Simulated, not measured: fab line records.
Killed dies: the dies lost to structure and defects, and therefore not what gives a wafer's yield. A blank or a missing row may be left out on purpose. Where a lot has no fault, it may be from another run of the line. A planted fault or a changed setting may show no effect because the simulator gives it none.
fab line records    flow nand-harc
record: lots: 13  wafers: 39  last-day: 33
route steps=1302 shown P_GATE@189 END@1302
lots untouched by any fault: they come from a run of this same line in which no faults occurred
start-h: start of the lot's first displayed wafer, in hours after the record's first day    wait-h: hours since the lot's step before    " the same as in the row above    L1.1+2: several wafers, shown together as one row    - either no value or no given start    * or withheld: withheld    < > ~ a bound
route shown NAME@n: NAME is a module with steps in the file, n the number in the route of the first one    usual: average and standard deviation across the fault-free wafers    same: alike in all rows    chamber/n: place in a boat    sites: readings site by site    _std_site: standard deviation of those values    _edge_site: the outer-site mean with the inner-site mean subtracted    radius-mm: how far each site lies from the wafer's centre    mask NAME#n: copy n    behind: tool/chamber where the wafer was last shaped    hold: reason for holding the lot/hours on hold/outcome of the hold    device: the transistor (n, p or np) that didn't switch    end of line: the tests these same wafers got at the end of their route    a step with no rows: only its recipe    killed: dies lost to structure and defects at the first sort, not the wafer's yield    map: a wafer's dies, marking killed ones x, the rest . and places with no die _
set.NAME: the setting the step ran with; set.NAME@STEP: the setting that earlier step ran with    model.NAME: the simulator's own value behind a step, which no gauge read
steps of the route over a sample of lots; a table a step, a row a wafer
services: when a tool's chamber went out of use (start-h, in hours from the record's first day, below 0 if earlier), for how many hours, and the reason
== steps ==
step: NHARC_P_GATE_STRIP_112
recipe: power-w: 1500  temp-c: 110  time-s: 200  chemistry: N2/H2
usual: drypump-motor-current-A: 5.6/0.44  heater-power-w: 84/9.3
lot.wafer  tool             chamber  start-h  wait-h  drypump-motor-current-A  heater-power-w  rf-hours-counter-h
L707.2     plasma-asher-02  1        127.47   0.2     5.0                      91              9
L707.3     "                1        "        "       5.0                      93              -
L707.5     "                0        "        "       5.7                      90              -
L706.2     plasma-asher-02  1        127.83   0.2     5.0                      92              9
L706.4     "                0        "        "       5.7                      88              -
L706.6     "                0        "        "       5.7                      90              -
L708.1     plasma-asher-01  1        142.00   0.2     6.2                      73              30
L708.3     "                0        "        "       5.4                      78              -
L708.4     "                1        "        "       6.3                      72              -
L709.1     plasma-asher-02  0        155.51   0.2     5.7                      91              15
L709.6     "                1        "        "       5.0                      94              -
L709.5     "                0        "        "       5.8                      90              -
L712.1     plasma-asher-02  1        176.48   0.2     5.0                      92              20
L712.3     "                0        "        "       5.7                      93              -
L712.6     "                0        "        "       5.7                      89              -
L714.2     plasma-asher-02  0        200.12   0.2     5.7                      92              24
L714.4     "                1        "        "       5.0                      94              -
L714.5     "                1        "        "       5.0                      93              -
L718.3     plasma-asher-01  0        261.09   0.3     5.4                      80              -
L718.5     "                1        "        "       6.2                      72              -
L718.6     "                0        "        "       5.4                      78              -
L721.1     plasma-asher-01  1        275.04   0.2     6.2                      72              23
L721.4     "                1        "        "       6.2                      70              -
L721.6     "                1        "        "       6.2                      73              -
L722.2     plasma-asher-02  0        288.00   0.2     5.7                      99              5
L722.6     "                1        "        "       5.0                      96              -
L722.5     "                0        "        "       5.7                      99              -
L723.1     plasma-asher-01  0        292.87   0.2     5.4                      78              26
L723.3     "                0        "        "       5.4                      78              -
L723.5     "                0        "        "       5.4                      83              -
L724.4     plasma-asher-02  0        302.75   0.2     5.8                      96              -
L724.3     "                1        "        "       5.0                      94              -
L724.5     "                1        "        "       5.0                      95              -
L726.1     plasma-asher-01  1        325.21   0.2     6.2                      71              35
L726.2     "                0        "        "       5.4                      82              35
L726.6     "                0        "        "       5.4                      79              -
L727.2     plasma-asher-02  0        334.24   0.2     5.7                      96              12
L727.5     "                0        "        "       5.7                      95              -
L727.6     "                1        "        "       5.0                      94              -
step: NHARC_P_GATE_STRIP_76
recipe: power-w: 1500  temp-c: 250  chemistry: O2
usual: drypump-motor-current-A: 5.6/0.44  heater-power-w: 313/35
lot.wafer  tool             chamber  start-h  wait-h  drypump-motor-current-A  heater-power-w  rf-hours-counter-h
L707.2     plasma-asher-02  1        127.70   0.2     5.0                      342             9
L707.3     "                1        "        "       5.0                      346             -
L707.5     "                0        "        "       5.8                      340             -
L706.2     plasma-asher-02  1        128.10   0.2     5.0                      340             10
L706.4     "                0        "        "       5.7                      338             -
L706.6     "                0        "        "       5.7                      328             -
L708.1     plasma-asher-01  1        142.23   0.2     6.2                      270             30
L708.3     "                0        "        "       5.4                      286             -
L708.4     "                1        "        "       6.2                      267             -
L709.1     plasma-asher-02  0        155.74   0.2     5.7                      332             15
L709.6     "                1        "        "       5.0                      335             -
L709.5     "                0        "        "       5.7                      330             -
L712.1     plasma-asher-02  1        176.74   0.2     5.0                      352             20
L712.3     "                0        "        "       5.7                      334             -
L712.6     "                0        "        "       5.7                      332             -
L714.2     plasma-asher-02  0        200.35   0.2     5.7                      335             25
L714.4     "                1        "        "       5.0                      353             -
L714.5     "                1        "        "       5.0                      347             -
L718.3     plasma-asher-01  0        261.25   0.1     5.4                      293             -
L718.5     "                1        "        "       6.2                      257             -
L718.6     "                0        "        "       5.4                      296             -
L721.1     plasma-asher-01  1        275.30   0.2     6.2                      273             23
L721.4     "                1        "        "       6.2                      266             -
L721.6     "                1        "        "       6.2                      271             -
L722.2     plasma-asher-02  0        288.23   0.2     5.7                      359             5
L722.6     "                1        "        "       5.0                      349             -
L722.5     "                0        "        "       5.7                      365             -
L723.1     plasma-asher-01  0        293.13   0.2     5.4                      291             27
L723.3     "                0        "        "       5.4                      298             -
L723.5     "                0        "        "       5.4                      290             -
L724.4     plasma-asher-02  0        302.95   0.2     5.7                      357             -
L724.3     "                1        "        "       5.0                      358             -
L724.5     "                1        "        "       5.0                      353             -
L726.1     plasma-asher-01  1        325.47   0.2     6.2                      272             35
L726.2     "                0        "        "       5.4                      287             35
L726.6     "                0        "        "       5.4                      295             -
L727.2     plasma-asher-02  0        334.50   0.2     5.7                      358             13
L727.5     "                0        "        "       5.7                      358             -
L727.6     "                1        "        "       5.0                      360             -
step: NHARC_P_GATE_RTA_64
recipe: temp-c: 1050  time-s: 1
usual: anneal-temp-c-max: 1055.1/0.93  lamp-power-pct: 35.0/1.6  lamp_zone_7_pct: 35.4/1.7  wafer_temp_C_max: 1058.9/1.6
lot.wafer  tool           chamber  start-h  wait-h  anneal-temp-c-max  lamp-power-pct  lamp_zone_7_pct  wafer_temp_C_max
L707.2     rtp-anneal-02  0        130.46   -       1055.4             33.3            33.7             1060.0
L707.3     "              0        "        "       1056.0             33.4            33.7             1058.7
L707.5     "              0        "        "       1055.6             33.3            33.7             1058.8
L706.2     rtp-anneal-01  0        130.86   -       1055.3             36.7            37.1             1059.7
L706.4     "              0        "        "       1054.9             36.6            37.1             1058.0
L706.6     "              0        "        "       1055.3             36.6            37.1             1057.2
L708.1     rtp-anneal-02  0        144.98   -       1055.1             33.3            33.7             1057.1
L708.3     "              0        "        "       1055.0             33.2            33.7             1058.5
L708.4     "              0        "        "       1054.4             33.3            33.7             1057.4
L709.1     rtp-anneal-02  0        158.47   -       1054.4             33.3            33.7             1057.0
L709.5     "              0        "        "       1056.4             33.3            33.7             1061.2
L709.6     "              0        "        "       1055.5             33.4            33.8             1059.0
L712.1     rtp-anneal-02  0        179.46   -       1054.5             33.3            33.8             1057.1
L712.3     "              0        "        "       1054.5             33.3            33.7             1056.6
L712.6     "              0        "        "       1056.3             33.3            33.8             1057.8
L714.2     rtp-anneal-01  0        202.98   -       1055.1             36.6            37.1             1060.9
L714.4     "              0        "        "       1055.2             36.6            37.0             1060.6
L714.5     "              0        "        "       1054.7             36.6            37.1             1062.1
L718.3     rtp-anneal-02  0        264.01   -       1053.8             33.3            33.8             1059.7
L718.5     "              0        "        "       1055.7             33.4            33.7             1060.2
L718.6     "              0        "        "       1054.9             33.4            33.7             1061.3
L721.1     rtp-anneal-01  0        278.08   -       1055.9             36.6            37.1             1058.3
L721.4     "              0        "        "       1055.0             36.7            37.1             1057.9
L721.6     "              0        "        "       1057.2             36.6            37.1             1059.4
L722.2     rtp-anneal-01  0        290.97   -       1054.6             36.6            37.1             1057.7
L722.5     "              0        "        "       1054.8             36.6            37.1             1058.7
L722.6     "              0        "        "       1055.2             36.6            37.1             1061.2
L723.1     rtp-anneal-02  0        295.73   -       1054.8             33.3            33.7             1057.0
L723.3     "              0        "        "       1054.2             33.3            33.7             1058.3
L723.5     "              0        "        "       1055.4             33.3            33.7             1057.7
L724.3     rtp-anneal-01  0        305.70   -       1056.4             36.6            37.0             1056.6
L724.4     "              0        "        "       1055.5             36.6            37.0             1060.1
L724.5     "              0        "        "       1056.2             36.5            37.1             1059.3
L726.1     rtp-anneal-02  0        328.08   -       1054.6             33.4            33.7             1058.1
L726.2     "              0        "        "       1054.7             33.4            33.7             1056.5
L726.6     "              0        "        "       1054.7             33.3            33.8             1059.1
L727.2     rtp-anneal-01  0        337.31   -       1056.1             36.5            37.1             1059.1
L727.5     "              0        "        "       1054.6             36.6            37.1             1059.1
L727.6     "              0        "        "       1057.3             36.6            37.0             1058.8
step: NHARC_P_GATE_RTA_80
recipe: temp-c: 300  time-s: 30
usual: anneal-temp-c-max: 301.46/0.29  lamp-power-pct: 2.11/0.095  lamp_zone_7_pct: 2.21/0.1  wafer_temp_C_max: 302.5/0.46
lot.wafer  tool           chamber  start-h  wait-h  anneal-temp-c-max  lamp-power-pct  lamp_zone_7_pct  wafer_temp_C_max
L707.2     rtp-anneal-02  0        131.06   -       301.14             1.99            2.09             302.2
L707.3     "              0        "        "       301.01             1.99            2.08             302.6
L707.5     "              0        "        "       301.55             1.99            2.08             302.1
L706.2     rtp-anneal-02  0        131.47   -       301.57             1.99            2.08             302.1
L706.4     "              0        "        "       301.55             1.99            2.09             301.8
L706.6     "              0        "        "       301.70             1.99            2.08             301.8
L708.1     rtp-anneal-01  0        145.58   -       301.48             2.19            2.29             302.5
L708.3     "              0        "        "       301.18             2.19            2.29             302.5
L708.4     "              0        "        "       301.54             2.18            2.29             302.9
L709.1     rtp-anneal-01  0        159.10   -       301.31             2.19            2.30             303.4
L709.5     "              0        "        "       301.43             2.19            2.30             302.5
L709.6     "              0        "        "       301.17             2.19            2.30             301.8
L712.1     rtp-anneal-02  0        180.25   -       301.47             1.98            2.08             302.1
L712.3     "              0        "        "       301.35             1.98            2.08             302.7
L712.6     "              0        "        "       301.74             1.98            2.08             302.4
L714.2     rtp-anneal-01  0        203.58   -       301.19             2.18            2.29             302.9
L714.4     "              0        "        "       301.32             2.18            2.29             302.5
L714.5     "              0        "        "       301.24             2.18            2.29             302.7
L718.3     rtp-anneal-02  0        264.61   -       301.41             1.98            2.08             302.7
L718.5     "              0        "        "       301.52             1.98            2.08             303.1
L718.6     "              0        "        "       301.11             1.98            2.08             303.0
L721.1     rtp-anneal-01  -        278.68   -       -                  -               -                -
L721.4     "              -        "        "       -                  -               -                -
L721.6     "              -        "        "       -                  -               -                -
L722.2     rtp-anneal-02  -        291.57   -       -                  -               -                -
L722.5     "              -        "        "       -                  -               -                -
L722.6     "              -        "        "       -                  -               -                -
L723.1     rtp-anneal-01  0        296.32   -       301.26             2.19            2.29             302.3
L723.3     "              0        "        "       301.04             2.19            2.30             303.0
L723.5     "              0        "        "       301.35             2.19            2.29             301.9
L724.3     rtp-anneal-02  0        306.30   -       301.03             1.99            2.09             302.5
L724.4     "              0        "        "       301.36             1.99            2.09             302.2
L724.5     "              0        "        "       301.19             1.99            2.09             302.2
L726.1     rtp-anneal-01  0        328.69   -       301.87             2.18            2.29             303.1
L726.2     "              0        "        "       301.53             2.18            2.29             301.7
L726.6     "              0        "        "       301.27             2.18            2.29             303.0
L727.2     rtp-anneal-01  0        337.91   -       301.36             2.18            2.29             302.4
L727.5     "              0        "        "       301.29             2.18            2.29             303.1
L727.6     "              0        "        "       301.31             2.18            2.29             302.6
step: NHARC_END_SORT_01
recipe: temp-c: 25
usual: killed-at-array: 55/12  killed-at-other: 1.0/1.2  killed-at-periphery: 3.9/2.6  killed-dies: 60/12  killed-open: 3.3/1.9  killed-short: 2.5/1.8
same: gross-dies: 677
lot.wafer  tool       chamber  start-h  wait-h  killed-at-array  killed-at-other  killed-at-periphery  killed-dies  killed-open  killed-short
L721.1     prober-02  0        705.66   2.5     68               0                609                  677          1            1
L721.4     prober-02  0        708.04   3.4     54               0                623                  677          0            2
L721.6     prober-02  0        709.63   4.0     46               0                631                  677          4            0
L722.2     prober-01  0        732.65   2.8     52               0                625                  677          5            0
L722.5     prober-01  0        735.07   3.7     58               1                618                  677          4            1
L722.6     prober-01  0        735.88   4.0     52               0                625                  677          4            0
killed by level:class
L721.1 P_GATE:area-rta=609 A_SLIT:chamber-film-flake=31 A_CHANNEL_HOLE_D2:chamber-film-flake=21 A_CHANNEL_HOLE_D1:chamber-film-flake=6 A_STAIRCASE:chamber-film-flake=5 A_CONTACT:chamber-film-flake=3 A_CHANNEL_FILL_D2:geometric-particle:short=1 A_M0:geometric-particle:open=1
L721.4 P_GATE:area-rta=618 A_SLIT:chamber-film-flake=25 A_CHANNEL_HOLE_D2:chamber-film-flake=13 A_CONTACT:chamber-film-flake=5 A_CHANNEL_HOLE_D1:chamber-film-flake=4 P_GATE:chamber-film-flake=2 A_STAIRCASE:chamber-film-flake=2 A_SOURCE_PLATE:geometric-particle:short=1
L721.6 P_GATE:area-rta=624 A_SLIT:chamber-film-flake=23 A_CHANNEL_HOLE_D2:chamber-film-flake=11 A_CONTACT:chamber-film-flake=5 P_GATE:chamber-film-flake=4 A_CHANNEL_HOLE_D1:chamber-film-flake=3 A_ONON_D2:geometric-particle:open=1 A_CHANNEL_FILL_D2:geometric-particle:open=1
L722.2 P_GATE:area-rta=622 A_SLIT:chamber-film-flake=30 A_CHANNEL_HOLE_D1:chamber-film-flake=11 P_STI:chamber-film-flake=3 A_CONTACT:chamber-film-flake=3 A_CHANNEL_FILL_D1:chamber-film-flake=2 A_ONON_D1:geometric-particle:open=1 A_CHANNEL_FILL_D1:geometric-particle:open=1
L722.5 P_GATE:area-rta=614 A_SLIT:chamber-film-flake=35 A_CHANNEL_HOLE_D1:chamber-film-flake=10 A_STAIRCASE:chamber-film-flake=3 A_CONTACT:chamber-film-flake=3 A_M0:geometric-particle:open=2 P_GATE:chamber-film-flake=2 A_WL_FILL:chamber-film-flake=2
L722.6 P_GATE:area-rta=617 A_SLIT:chamber-film-flake=33 A_CHANNEL_HOLE_D1:chamber-film-flake=11 A_CONTACT:chamber-film-flake=5 P_STI:chamber-film-flake=4 P_M0:geometric-particle:open=2 A_STAIRCASE:chamber-film-flake=2 P_CONTACT:geometric-particle:open=1
== services ==
tool             chamber  start-h  hours  kind
plasma-asher-01  -        165.00   9.0    pm
plasma-asher-01  0        165.00   9.0    vent-cycle
plasma-asher-01  1        165.00   9.0    vent-cycle
plasma-asher-01  0        174.00   -      clean
plasma-asher-01  1        174.00   -      clean
plasma-asher-02  -        249.23   9.0    pm
plasma-asher-02  0        249.23   9.0    vent-cycle
plasma-asher-02  1        249.23   9.0    vent-cycle
plasma-asher-02  0        258.23   -      clean
plasma-asher-02  1        258.23   -      clean
plasma-asher-02  -        267.15   9.2    repair
plasma-asher-02  -        311.32   9.8    repair
== key ==
first-sign: step: NHARC_P_GATE_RTA_80  reading: tool-record  direction: missing
effect: step: NHARC_END_SORT_01  reading: killed-at-periphery  direction: up  sigmas: 99+  usual: 3.9  struck: 621.8
more-kills-born-at: NHARC_P_GATE_RTA_80@rtp-anneal-02: 1853  NHARC_P_GATE_RTA_80@rtp-anneal-01: 1851
met-at NHARC_P_GATE_RTA_80
struck-lots L721,L722
later-rows-left-out L721.1,L721.4,L721.6,L722.2,L722.5,L722.6
tester-left-out L721,L722
not-acting-at NHARC_P_GATE_STRIP_112,NHARC_P_GATE_STRIP_76,NHARC_P_GATE_RTA_64
onset-between 264.61 278.68
fault: kind: skipped-step-whole  tool: rtp-anneal-01,rtp-anneal-02  chamber: -  onset-h: 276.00  steps: NHARC_P_GATE_RTA_80  scope: struck-lots-only
tester-left-out: of these lots the tester's yield and bins aren't shown, on N5 and GAA mostly nor the transistor test; their killed dies are dies lost to structure and defects alone, not to doping, threshold or leakage, so they don't give the yield
later-rows-left-out: the simulator's readings of these wafers behind a module that went badly wrong aren't trusted and aren't shown, but for the sort
